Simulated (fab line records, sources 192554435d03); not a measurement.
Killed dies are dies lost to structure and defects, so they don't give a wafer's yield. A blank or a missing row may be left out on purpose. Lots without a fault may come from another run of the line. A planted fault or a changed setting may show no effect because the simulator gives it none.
Split-lot experiment | flow n5_finfet | 7 lots, 21 wafers read, on a route of 1938 steps

THE SPLIT
At N5_BEOL_M3_COAT_67 (time 60 s, resist thk 60 nm), the setting spin_rpm was moved away from the recipe's 1500 rpm on 6 of the 21 wafers read, by -5.1% to +8.6%. The other wafers ran this setting at the recipe's value.

FROM THE SPLIT TO THE READING: what the file shows between them, 7 steps
- N5_BEOL_M3_COAT_68: time 60 s, resist thk 12 nm
- N5_BEOL_M3_COAT_76: time 60 s, resist thk 5 nm
- N5_BEOL_M3_ALD_98: deposits SiO2, target thk 2.5 nm, pulse time 1 s, co reactant pulse time 1 s
- N5_BEOL_M3_ETCHBACK_99: etches SiO2 in CHF3, target depth 5 nm, time 10.4 s
- N5_BEOL_M3_ETCH_70: etches SOC in N2/H2, target depth 80 nm, overetch 16 nm, time 120 s
- N5_BEOL_M3_STRIP_71: strips in N2/H2
- N5_BEOL_M3_STRIP_78: strips in N2/H2

THE READING
SOC_of_BEOL_M3_COAT_67.thk_nm (the simulator's own value, which no gauge read), in nm, at N5_BEOL_M3_VIA_ETCH_34 (etches the open film in C4F6/O2, target depth 69.4 nm, time 65.9 s). The file gives no usual value for it. The 15 wafers here that ran the recipe average 51.8 nm, standard deviation 0.23 nm.

wafer  | tool, chamber at the split | spin_rpm as run, rpm | against the recipe | SOC_of_BEOL_M3_COAT_67.thk_nm, nm | against lot-mates on the recipe
L077.1 | litho_track-01, 0          | 1500                 | recipe             | 51.6                              | -
L077.5 | litho_track-01, 0          | 1500                 | recipe             | 52                                | -
L077.6 | litho_track-01, 0          | 1500                 | recipe             | 52                                | -
L078.4 | litho_track-02, 0          | 1500                 | recipe             | 52                                | -
L078.5 | litho_track-02, 0          | 1424                 | -5.1%              | 53.4                              | +1.4
L078.6 | litho_track-02, 0          | 1424                 | -5.1%              | 53.2                              | +1.2
L080.1 | litho_track-01, 0          | 1500                 | recipe             | 51.6                              | -
L080.5 | litho_track-01, 0          | 1500                 | recipe             | 51.8                              | -
L080.6 | litho_track-01, 0          | 1500                 | recipe             | 51.8                              | -
L083.4 | litho_track-01, 0          | 1500                 | recipe             | 51.4                              | -
L083.5 | litho_track-01, 0          | 1500                 | recipe             | 51.6                              | -
L083.6 | litho_track-01, 0          | 1629                 | +8.6%              | 49.2                              | -2.3
L084.2 | litho_track-01, 0          | 1611                 | +7.4%              | 49.8                              | no lot-mate on the recipe
L084.6 | litho_track-01, 0          | 1611                 | +7.4%              | 49.8                              | no lot-mate on the recipe
L084.4 | litho_track-01, 0          | 1611                 | +7.4%              | 50                                | no lot-mate on the recipe
L096.3 | litho_track-05, 0          | 1500                 | recipe             | 51.6                              | -
L096.5 | litho_track-05, 0          | 1500                 | recipe             | 52                                | -
L096.6 | litho_track-05, 0          | 1500                 | recipe             | 52                                | -
L097.2 | litho_track-02, 0          | 1500                 | recipe             | 52.2                              | -
L097.4 | litho_track-02, 0          | 1500                 | recipe             | 52.2                              | -
L097.5 | litho_track-02, 0          | 1500                 | recipe             | 51.8                              | -

THE FIT
A straight line over all 21 wafers: SOC_of_BEOL_M3_COAT_67.thk_nm changes by -0.281 nm for each +1% of spin_rpm; r = -0.98; the points scatter about the line by 0.22 nm.
The same after taking each lot's own level away (the mean of its wafers on the recipe; 18 wafers): -0.263 nm for each +1%; r = -0.98; scatter 0.16 nm.
On that fit, the largest move of spin_rpm shifts the reading by 2.3 nm.
The lots' own levels span 51.50 to 52.07 nm, that is 2.4 times the standard deviation above.
So the lot-to-lot level changes the slope little: the two slopes agree.
Check: with one of the wafers moved furthest among these (+8.6%) left out of the fit, the line predicts -2.21 nm for it against its lot-mates. It came out at -2.3 nm against them.

OTHER SPLITS ON THESE WAFERS
These wafers also went through other splits before the reading. Each is held against what the fit with the lots' levels taken away leaves over:
other split on the same wafers            | wafers away from the commonest value | r with SOC_of_BEOL_M3_COAT_67.thk_nm (lot level and that fit taken away)
N5_BEOL_M0_TRENCH_ETCH_107 target_depth_a | 6                                    | +0.27
N5_BEOL_M1_ETCH_70 source_w               | 7                                    | -0.02
N5_BEOL_M1_TRENCH_ETCH_37 time_s          | 7                                    | +0.18
N5_BEOL_M2_COAT_67 spin_rpm               | 9                                    | -0.10
N5_BEOL_M2_DESCUM_33 time_s               | 6                                    | -0.02

THE WHOLE CHAIN: every reading that the file lists as answering this split, in the file's order
step                   | what it does                                                        | reading                                                                        | change (the file's fit)               | r (the file's)
N5_BEOL_M3_COAT_67     | time 60 s, resist thk 60 nm                                         | SOC_of_BEOL_M3_COAT_67.thk_nm (the simulator's own value, which no gauge read) | -0.301 nm for each +1% of the setting | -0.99
N5_BEOL_M3_ETCH_70     | etches SOC in N2/H2, target depth 80 nm, overetch 16 nm, time 120 s | etch.depth_nm (the simulator's own value, which no gauge read)                 | -0.285 nm for each +1% of the setting | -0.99
N5_BEOL_M3_VIA_ETCH_34 | etches the open film in C4F6/O2, target depth 69.4 nm, time 65.9 s  | SOC_of_BEOL_M3_COAT_67.thk_nm (the simulator's own value, which no gauge read) | -0.265 nm for each +1% of the setting | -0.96

THE FILE'S OWN FIT
SOC_of_BEOL_M3_COAT_67.thk_nm changes by -0.265 nm for each +1% of spin_rpm, r = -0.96.
